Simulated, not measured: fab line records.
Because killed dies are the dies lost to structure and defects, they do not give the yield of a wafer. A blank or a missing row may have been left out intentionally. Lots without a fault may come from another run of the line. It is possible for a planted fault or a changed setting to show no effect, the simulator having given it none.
fab line records	flow nand_harc
record lots=12	wafers=36	last_day=32
route steps=1302 shown A_BONDPAD@1222 THIN_TSV@1245 END@1302
lots untouched by any fault: they come from a run of this same line in which no faults occurred
start_h: the number of hours between the record's first day and the start of the first shown wafer of the lot	wait_h: hours from the lot's prior step to this one	" unchanged from the row above	L1.1+2: a row that stands for several wafers	- no value, or no start given	* or withheld: withheld	< > ~ a bound
route shown NAME@n: a module of which the file shows steps, and the number in the route of the first	usual: the fault-free wafers' mean and standard deviation	same: alike in all rows	chamber/n: place in a boat	sites: the reading at each site	_std_site: standard deviation of those values	_edge_site: mean of outer sites minus mean of inner sites	radius_mm: for every site, how far away it sits from the centre of the wafer	mask NAME#n: copy n	behind: the most recent tool/chamber to have shaped the wafer	hold: why the lot went on hold/how many hours it stayed there/how the hold came to an end	device: the transistor (n, p or np) that didn't switch	end of line: the route-end tests of the same wafers	where a step has no rows: the recipe by itself	killed: count of dies lost to structure and defects at first sort (not the wafer's yield)	map: the dies of a wafer, with x for killed, . for not killed, _ for no die there
set.NAME: the setting that was run; set.NAME@STEP: the one run at that earlier step	model.NAME: the simulator's own value behind a step, which no gauge read
steps of the route over a sample of lots; a table a step, a row a wafer
services: from which hour (start_h, from the record's first day; less than 0 if before it) a tool's chamber was out of use, for how many hours, and why
## steps
# step NHARC_A_BONDPAD_STRIP_15
# recipe o2_flow_sccm=500	ar_flow_sccm=0	bias_w=0	chemistry=O2
# usual chamber_pressure_mTorr=60.01/0.065	drypump_motor_current_A=5.9/0.32	o2_flow_sccm=499.9/1.6	oes_product_au=0.998/0.012	rf_vpp_V=58.0/0.81	showerhead_plenum_p_Torr=3.53/0.15	throttle_valve_pct=17.035/0.0084
lot.wafer	tool	chamber	start_h	wait_h	chamber_pressure_mTorr	drypump_motor_current_A	o2_flow_sccm	oes_product_au	rf_hours_counter_h	rf_vpp_V	showerhead_plenum_p_Torr	throttle_valve_pct
L518.2	rie_diel-08	0	534.03	0.1	60.05	6.1	501.2	1.018	58	60.4	3.77	17.041
L518.1	"	1	"	"	60.06	5.5	500.2	0.999	56	57.3	3.53	17.037
L518.6	"	0	"	"	60.01	6.1	504.0	1.021	-	57.7	3.77	17.054
L520.4	rie_diel-04	3	549.67	0.1	60.01	5.0	501.6	0.985	1	57.9	3.30	17.031
L520.1	"	0	"	"	60.08	6.0	499.8	1.010	1	59.5	3.69	17.032
L520.5	"	0	"	"	60.03	6.0	499.4	1.011	-	56.5	3.69	17.048
L519.1	rie_diel-02	0	554.66	0.1	60.02	6.0	501.7	0.999	3	58.4	3.66	17.038
L519.4	"	1	"	"	59.89	5.8	497.7	1.011	2	59.1	3.38	17.018
L519.5	"	0	"	"	59.96	6.0	499.4	1.004	-	57.8	3.66	17.043
L521.2	rie_diel-02	2	555.38	0.1	60.06	6.0	501.2	1.006	3	58.8	3.39	17.040
L521.4	"	3	"	"	60.03	6.1	498.7	0.985	3	58.1	3.73	17.033
L521.5	"	1	"	"	60.04	5.8	500.1	1.012	-	57.1	3.38	17.035
L522.1	rie_diel-02	0	557.42	0.1	60.01	6.0	499.1	1.000	3	58.2	3.66	17.019
L522.2	"	2	"	"	60.02	5.9	498.2	1.003	3	58.0	3.39	17.028
L522.6	"	3	"	"	59.99	6.1	500.6	0.976	-	59.6	3.73	17.029
L531.1	rie_diel-02	0	653.79	0.1	60.05	6.0	500.0	0.972	2	57.7	3.66	17.051
L531.3	"	1	"	"	60.07	5.8	501.1	1.002	2	58.6	3.38	17.034
L531.2	"	2	"	"	60.13	6.0	500.5	1.010	2	58.5	3.39	17.047
L530.4	rie_diel-02	3	662.80	0.1	60.11	6.1	497.7	0.996	2	59.4	3.73	17.034
L530.1	"	0	"	"	59.97	6.0	500.0	0.971	2	56.9	3.66	17.044
L530.3	"	2	"	"	60.11	6.0	500.0	1.009	2	58.3	3.39	17.035
L534.2	rie_diel-02	2	685.04	0.1	60.01	6.0	500.4	0.999	3	57.2	3.39	17.032
L534.4	"	1	"	"	60.04	5.8	500.8	0.992	-	59.2	3.38	17.036
L534.5	"	2	"	"	59.97	6.0	497.5	0.985	-	56.9	3.39	17.031
L535.2	rie_diel-02	2	686.27	0.1	59.99	6.0	499.1	0.993	3	58.6	3.39	17.026
L535.3	"	1	"	"	60.09	5.8	501.4	0.994	3	57.0	3.38	17.027
L535.4	"	1	"	"	60.00	5.8	499.1	1.009	-	58.1	3.38	17.036
L539.2	rie_diel-04	1	728.31	0.1	60.09	5.5	499.7	1.009	1	59.1	3.54	17.052
L539.1	"	3	"	"	60.01	5.0	502.2	0.975	1	58.7	3.29	17.034
L539.6	"	2	"	"	59.92	6.4	499.2	1.011	-	56.1	3.39	17.033
L538.3	rie_diel-04	1	729.62	0.1	59.98	5.5	500.1	1.001	1	58.1	3.54	17.045
L538.2	"	2	"	"	60.09	6.3	500.2	1.009	1	56.9	3.38	17.036
L538.1	"	3	"	"	60.03	5.0	500.0	0.981	1	57.9	3.29	17.029
L540.4	rie_diel-04	3	741.88	0.1	59.98	5.0	498.8	0.985	1	57.9	3.29	17.038
L540.1	"	1	"	"	59.94	5.5	500.7	0.999	1	55.4	3.54	17.031
L540.6	"	3	"	"	60.02	5.0	499.2	0.982	-	57.1	3.29	17.050
# step NHARC_A_BONDPAD_THK_MEAS_20
# recipe thk_meas_gauge=xrf
# usual thk_nm=169.4/1.7
lot.wafer	tool	chamber	start_h	wait_h	thk_nm
L518.1	film_metro-01	-	536.36	-	170.4
L518.2	"	-	"	"	170.4
L518.6	"	-	"	"	171.2
L520.1	film_metro-01	-	551.62	-	171.0
L520.4	"	-	"	"	168.6
L520.5	"	-	"	"	171.8
L519.1	film_metro-01	-	556.67	-	170.1
L519.4	"	-	"	"	171.0
L519.5	"	-	"	"	171.0
L521.2	film_metro-02	-	557.34	-	172.3
L521.4	"	-	"	"	171.5
L521.5	"	-	"	"	169.9
L522.1	film_metro-02	-	559.37	-	170.0
L522.2	"	-	"	"	172.1
L522.6	"	-	"	"	168.4
L531.1	film_metro-01	-	655.75	-	169.6
L531.2	"	-	"	"	167.1
L531.3	"	-	"	"	170.5
L530.1	film_metro-01	-	664.75	-	168.7
L530.3	"	-	"	"	168.4
L530.4	"	-	"	"	169.5
L534.2	film_metro-02	-	686.99	-	165.9
L534.4	"	-	"	"	168.3
L534.5	"	-	"	"	168.4
L535.2	film_metro-02	-	688.27	-	169.1
L535.3	"	-	"	"	171.1
L535.4	"	-	"	"	169.8
L539.1	film_metro-02	-	730.26	-	168.0
L539.2	"	-	"	"	170.0
L539.6	"	-	"	"	168.6
L538.1	film_metro-01	-	731.54	-	171.6
L538.2	"	-	"	"	168.6
L538.3	"	-	"	"	168.7
L540.1	film_metro-01	-	744.26	-	167.7
L540.4	"	-	"	"	171.6
L540.6	"	-	"	"	169.1
# step NHARC_THIN_TSV_CMP_01
# recipe target_thk_um=3
# usual motor_current_A=11.8/1.2
lot.wafer	tool	chamber	start_h	wait_h	motor_current_A
L518.2	cmp-02	0	547.49	0.8	11.5
L518.1	"	2	"	"	12.5
L518.6	"	1	"	"	11.1
L520.1	cmp-04	3	563.24	1.1	11.1
L520.4	"	0	"	"	13.1
L520.5	"	2	"	"	14.7
L519.4	cmp-04	3	567.52	0.4	11.6
L519.1	"	2	"	"	14.3
L519.5	"	3	"	"	11.3
L522.2	cmp-01	1	568.76	0.9	10.3
L522.1	"	3	"	"	11.2
L522.6	"	0	"	"	10.9
L521.4	cmp-04	1	569.93	0.4	11.6
L521.2	"	0	"	"	11.7
L521.5	"	2	"	"	14.7
L531.2	cmp-02	2	666.86	0.8	13.2
L531.3	"	3	"	"	9.7
L531.1	"	0	"	"	11.1
L530.1	cmp-02	3	675.85	1.0	10.1
L530.4	"	0	"	"	11.8
L530.3	"	1	"	"	11.7
L534.2	cmp-04	2	698.53	0.8	14.5
L534.4	"	3	"	"	10.7
L534.5	"	1	"	"	11.2
L535.2	cmp-04	3	699.70	0.8	10.7
L535.3	"	0	"	"	12.4
L535.4	"	1	"	"	12.0
L539.2	cmp-04	3	745.22	0.8	11.2
L539.1	"	1	"	"	12.7
L539.6	"	0	"	"	12.2
L538.3	cmp-02	2	746.43	0.6	13.1
L538.2	"	3	"	"	9.9
L538.1	"	0	"	"	11.5
L540.4	cmp-02	1	756.44	0.5	11.7
L540.1	"	3	"	"	10.4
L540.6	"	0	"	"	11.3
# step NHARC_THIN_TSV_STRIP_62
# recipe power_w=1500	temp_c=250	time_s=20	chemistry=N2/H2
# usual drypump_motor_current_A=5.09/0.22	heater_power_w=345/29
lot.wafer	tool	chamber	start_h	wait_h	drypump_motor_current_A	heater_power_w	rf_hours_counter_h
L518.1	plasma_asher-01	1	551.44	-	5.57	426	4
L518.2	"	0	"	"	5.02	314	4
L518.6	"	0	"	"	5.00	324	-
L520.1	plasma_asher-02	1	567.14	-	4.87	345	28
L520.4	"	0	"	"	5.21	330	-
L520.5	"	1	"	"	4.84	341	-
L519.1	plasma_asher-02	1	572.03	-	4.88	353	30
L519.4	"	0	"	"	5.20	320	-
L519.5	"	1	"	"	4.90	348	-
L522.1	plasma_asher-02	1	573.09	-	4.85	341	31
L522.2	"	0	"	"	5.22	319	31
L522.6	"	0	"	"	5.22	313	-
L521.2	plasma_asher-02	0	573.82	-	5.20	314	31
L521.4	"	1	"	"	4.89	343	-
L521.5	"	1	"	"	4.86	350	-
L531.2	plasma_asher-02	0	670.62	-	5.21	316	12
L531.1	"	1	"	"	4.89	361	12
L531.3	"	1	"	"	4.88	362	-
L530.1	plasma_asher-02	1	679.73	-	4.89	357	15
L530.4	"	1	"	"	4.89	359	-
L530.3	"	0	"	"	5.21	325	-
L534.2	plasma_asher-02	0	702.43	-	5.20	317	20
L534.4	"	1	"	"	4.88	366	-
L534.5	"	0	"	"	5.19	320	-
L535.2	plasma_asher-02	0	703.50	-	5.20	316	20
L535.4	"	0	"	"	5.19	316	-
L535.3	"	1	"	"	4.88	357	-
L539.1	plasma_asher-02	1	749.17	-	4.86	356	27
L539.2	"	0	"	"	5.20	314	27
L539.6	"	1	"	"	4.85	372	-
L538.1	plasma_asher-02	0	750.33	-	5.19	325	27
L538.2	"	1	"	"	4.88	365	27
L538.3	"	0	"	"	5.22	313	-
L540.1	plasma_asher-01	1	760.35	-	5.59	398	14
L540.4	"	1	"	"	5.61	387	-
L540.6	"	1	"	"	5.59	390	-
# step NHARC_END_SORT_01
# recipe temp_c=25
# usual defect_limited_yield=91.0/2.8	killed_at_array=56/19	killed_at_other=0.6/1	killed_at_periphery=3.9/2.7	killed_dies=61/19	killed_open=3.3/1.9	killed_short=2.4/1.7
# same gross_dies=677
lot.wafer	tool	chamber	start_h	wait_h	defect_limited_yield[%]	killed_at_array	killed_at_other	killed_at_periphery	killed_dies	killed_open	killed_short
L521.2	prober-02	0	588.96	2.8	89.7	68	0	2	70	4	2
L521.4	prober-02	0	590.57	3.4	88.8	75	0	1	76	3	4
L521.5	prober-02	0	591.37	3.7	91.1	59	0	1	60	2	1
L522.1	prober-01	0	593.76	2.5	91.9	52	0	3	55	1	4
L522.2	prober-01	0	594.58	2.8	94.2	39	0	0	39	0	1
L522.6	prober-01	0	597.83	4.1	92.5	49	1	1	51	3	5
L531.1	prober-02	0	683.20	2.5	91.0	55	0	6	61	3	1
L531.2	prober-02	0	684.02	2.8	89.5	71	0	0	71	4	3
L531.3	prober-02	0	684.83	3.1	90.5	58	0	6	64	4	3
L530.1	prober-01	0	692.19	2.5	90.7	57	2	4	63	5	3
L530.3	prober-01	0	693.80	3.1	90.3	61	0	5	66	3	1
L530.4	prober-01	0	694.60	3.4	80.5	127	2	3	132	3	1
L540.1	prober-01	0	771.49	2.5	90.3	53	0	13	66	2	6
L540.4	prober-01	0	773.89	3.4	93.5	37	2	5	44	3	0
L540.6	prober-01	0	775.49	4.0	92.2	50	0	3	53	5	2
# killed by level:class
L521.2 A_SLIT:chamber_film_flake=28 A_CHANNEL_HOLE_D1:chamber_film_flake=27 A_CHANNEL_HOLE_D2:chamber_film_flake=5 A_CONTACT:chamber_film_flake=2 A_SOURCE_PLATE:geometric_particle:open=1 A_CHANNEL_FILL_D1:geometric_particle:short=1 A_CHANNEL_FILL_D1:geometric_particle:open=1 A_CHANNEL_FILL_D2:geometric_particle:open=1
L521.4 A_CHANNEL_HOLE_D1:chamber_film_flake=28 A_SLIT:chamber_film_flake=25 A_CHANNEL_HOLE_D2:chamber_film_flake=10 A_STAIRCASE:chamber_film_flake=3 A_WL_FILL:geometric_particle:short=2 A_CONTACT:chamber_film_flake=2 P_GATE:geometric_particle:open=1 A_DECK1_JOINT:geometric_particle:open=1
L521.5 A_CHANNEL_HOLE_D1:chamber_film_flake=27 A_SLIT:chamber_film_flake=18 A_STAIRCASE:chamber_film_flake=4 A_CONTACT:chamber_film_flake=4 A_DECK1_JOINT:geometric_particle:short=1 A_CHANNEL_FILL_D2:geometric_particle:open=1 A_WL_FILL:geometric_particle:open=1 P_ZERO_WELL:chamber_film_flake=1
L522.1 A_CHANNEL_HOLE_D2:chamber_film_flake=42 A_CONTACT:chamber_film_flake=3 P_GATE:geometric_particle:short=1 P_GATE:geometric_particle:open=1 A_ONON_D1:geometric_particle:short=1 A_STAIRCASE:geometric_particle:short=1 A_CONTACT:geometric_particle:short=1 P_GATE:chamber_film_flake=1
L522.2 A_CHANNEL_HOLE_D2:chamber_film_flake=32 A_STAIRCASE:chamber_film_flake=2 A_CONTACT:chamber_film_flake=2 A_ONON_D2:geometric_particle:short=1 A_CHANNEL_HOLE_D1:chamber_film_flake=1 A_DECK1_JOINT:chamber_film_flake=1
L522.6 A_CHANNEL_HOLE_D2:chamber_film_flake=38 A_CONTACT:chamber_film_flake=3 A_CHANNEL_FILL_D2:geometric_particle:open=2 A_SOURCE_PLATE:geometric_particle:short=1 A_CHANNEL_FILL_D1:geometric_particle:short=1 A_CHANNEL_HOLE_D2:geometric_particle:short=1 A_WL_FILL:geometric_particle:short=1 A_BLC:geometric_particle:open=1
L531.1 A_CHANNEL_HOLE_D1:chamber_film_flake=23 A_CHANNEL_HOLE_D2:chamber_film_flake=14 A_M0:chamber_film_flake=5 P_GATE:chamber_film_flake=4 A_SLIT:chamber_film_flake=4 A_CONTACT:chamber_film_flake=4 A_STAIRCASE:chamber_film_flake=3 P_CONTACT:geometric_particle:short=1
L531.2 A_CHANNEL_HOLE_D1:chamber_film_flake=29 A_CHANNEL_HOLE_D2:chamber_film_flake=19 A_CONTACT:chamber_film_flake=6 A_M0:chamber_film_flake=3 A_STAIRCASE:chamber_film_flake=3 A_WL_FILL:chamber_film_flake=2 A_SOURCE_PLATE:geometric_particle:short=1 A_CHANNEL_FILL_D1:geometric_particle:open=1
L531.3 A_CHANNEL_HOLE_D1:chamber_film_flake=25 A_CHANNEL_HOLE_D2:chamber_film_flake=11 A_CONTACT:chamber_film_flake=5 P_GATE:chamber_film_flake=4 A_WL_FILL:chamber_film_flake=4 A_M0:chamber_film_flake=4 A_ONON_D1:geometric_particle:short=2 A_STAIRCASE:chamber_film_flake=2
L530.1 A_SLIT:chamber_film_flake=27 A_STAIRCASE:chamber_film_flake=7 A_CONTACT:chamber_film_flake=6 A_CHANNEL_HOLE_D2:chamber_film_flake=4 A_CHANNEL_HOLE_D1:chamber_film_flake=3 A_M1:geometric_particle:open=2 P_CONTACT:chamber_film_flake=2 A_ONON_D1:geometric_particle:open=1
L530.3 A_SLIT:chamber_film_flake=36 A_STAIRCASE:chamber_film_flake=10 A_CHANNEL_HOLE_D1:chamber_film_flake=8 P_STI:chamber_film_flake=2 A_CHANNEL_FILL_D1:chamber_film_flake=2 P_CONTACT:geometric_particle:open=1 A_CHANNEL_FILL_D1:geometric_particle:open=1 A_CHANNEL_FILL_D2:geometric_particle:open=1
L530.4 A_BONDPAD:unspecified=69 A_SLIT:chamber_film_flake=26 A_CHANNEL_HOLE_D1:chamber_film_flake=8 A_STAIRCASE:chamber_film_flake=7 A_CONTACT:chamber_film_flake=7 A_CHANNEL_HOLE_D2:chamber_film_flake=4 A_CHANNEL_FILL_D1:chamber_film_flake=3 THIN_TSV:chamber_film_flake=2
L540.1 A_SLIT:chamber_film_flake=30 P_STI:chamber_film_flake=11 A_CHANNEL_HOLE_D2:chamber_film_flake=5 A_CONTACT:chamber_film_flake=4 A_WL_FILL:geometric_particle:short=3 A_CHANNEL_HOLE_D1:chamber_film_flake=3 A_STAIRCASE:chamber_film_flake=2 P_M0:geometric_particle:short=1
L540.4 A_SLIT:chamber_film_flake=22 A_CONTACT:chamber_film_flake=5 P_STI:chamber_film_flake=4 A_STAIRCASE:chamber_film_flake=4 A_ZERO_WELL:chamber_film_flake=2 THIN_TSV:chamber_film_flake=2 P_CONTACT:geometric_particle:open=1 A_ONON_D2:geometric_particle:open=1
L540.6 A_SLIT:chamber_film_flake=33 A_CHANNEL_HOLE_D2:chamber_film_flake=4 A_CONTACT:chamber_film_flake=3 A_CHANNEL_FILL_D1:geometric_particle:open=2 P_STI:chamber_film_flake=2 A_CHANNEL_HOLE_D1:chamber_film_flake=2 P_M1:geometric_particle:open=1 A_CHANNEL_FILL_D2:geometric_particle:short=1
## services
tool	chamber	start_h	hours	kind
rie_diel-02	2	514.53	8.2	repair
rie_diel-02	1	514.61	8.0	repair
rie_diel-04	3	515.41	4.2	repair
rie_diel-02	0	519.91	4.8	repair
cmp-02	-	526.50	4.0	pm
rie_diel-02	2	530.47	4.6	repair
rie_diel-04	-	531.90	9.0	pm
rie_diel-02	-	574.04	9.0	pm
cmp-02	-	576.26	2.2	repair
cmp-04	-	601.78	4.0	pm
plasma_asher-02	-	603.31	9.0	pm
cmp-02	-	624.50	4.0	pm
cmp-04	-	637.45	1.7	repair
rie_diel-02	-	642.66	0.9	repair
rie_diel-04	2	651.55	7.8	repair
cmp-02	-	661.92	0.9	repair
rie_diel-02	3	684.12	3.1	repair
cmp-04	-	699.85	4.0	pm
rie_diel-02	-	712.00	1.1	repair
cmp-02	-	722.50	4.0	pm
plasma_asher-02	-	730.34	11.8	repair
cmp-02	-	731.49	5.5	repair
rie_diel-02	-	751.04	9.0	pm
cmp-04	-	759.27	1.0	repair
## key
first_sign step=NHARC_END_SORT_01	reading=defect_limited_yield	direction=down	sigmas=3.8	usual=91.0	struck=80.5
effect step=NHARC_END_SORT_01	reading=killed_dies	direction=up	sigmas=3.8	usual=61	struck=132
more_kills_born_at NHARC_A_BONDPAD_STRIP_15@rie_diel-02=69
met_at NHARC_A_BONDPAD_STRIP_15
struck_lots L530
struck_wafers L530.4
not_acting_at NHARC_A_BONDPAD_THK_MEAS_20,NHARC_THIN_TSV_CMP_01,NHARC_THIN_TSV_STRIP_62
onset_between 557.42 662.80
fault kind=chamber_particle_source	tool=rie_diel-02	chamber=3	onset_h=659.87	steps=NHARC_A_BONDPAD_STRIP_15	rate_per_visit_cm2=0.40786	end_h=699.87
